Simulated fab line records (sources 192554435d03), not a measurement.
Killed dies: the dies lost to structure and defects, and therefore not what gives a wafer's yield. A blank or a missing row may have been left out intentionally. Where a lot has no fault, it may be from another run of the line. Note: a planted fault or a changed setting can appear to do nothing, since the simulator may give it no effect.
2 desks looking at one fault    flow n5_finfet    what lay behind the numbers comes last; until then each desk has only its own

## FOR THE TOOL OWNER'S DESK: rie_diel-04
The tool's own readings at N5_ZERO_LAYER_ETCH_17 (etches SiO2 in CF4, target depth 12 nm, time 13.3 s): means of the sampled wafers that have a number, for each lot that ran on this tool. The brackets show how far a lot's mean lies from the usual mean; more than 4 standard deviations puts the lot out of limits, marked OUT.
Columns: A = bias_w at N5_ZERO_LAYER_ETCH_17, usual 215.0 W; B = drypump_motor_current_A at N5_ZERO_LAYER_ETCH_17, usual 5.7 A; C = oes_product_au at N5_ZERO_LAYER_ETCH_17, usual 0.79 a.u.; D = rf_vpp_V at N5_ZERO_LAYER_ETCH_17, usual 948 V; E = showerhead_plenum_p_Torr at N5_ZERO_LAYER_ETCH_17, usual 2.13 Torr; F = throttle_valve_pct at N5_ZERO_LAYER_ETCH_17, usual 15.68 %
lot   first seen here  A      B    C     D    E     F
L790  day 2 06:46      214.7  5.8  0.76  950  2.17  15.66
L792  day 2 18:47      214.8  5.8  0.79  949  2.15  15.62
L800  day 4 19:12      215.3  5.8  0.93  949  2.15  15.67
L802  day 5 07:01      214.5  5.8  0.87  950  2.15  15.79
This desk's verdict: no lot among the 4 shows anything out of limits.

## AT THE METROLOGY DESK
Means of the sampled wafers that have a number, per lot and without regard to the tool the lot ran on: this is what the gauges read. The brackets show how far a lot's mean lies from the usual mean; more than 4 standard deviations puts the lot out of limits, marked OUT.
Columns: A = cd_nm at N5_ZERO_LAYER_CD_MEAS_11, usual 1999.6 nm
lot   first seen here  A
L790  day 2 06:40      2000.0
L792  day 2 18:38      2000.3
L800  day 4 18:47      1999.3
L802  day 5 06:39      1999.3
L803  day 5 12:47      1998.8
L804  day 5 18:46      1997.3
This desk's verdict: no lot among the 6 shows anything out of limits.

## ALL TOGETHER
The tool owner's desk saw nothing out of limits.
Nothing out of limits was seen by the metrology desk.

## WHAT HAD BEEN PUT IN BY THE SIMULATOR
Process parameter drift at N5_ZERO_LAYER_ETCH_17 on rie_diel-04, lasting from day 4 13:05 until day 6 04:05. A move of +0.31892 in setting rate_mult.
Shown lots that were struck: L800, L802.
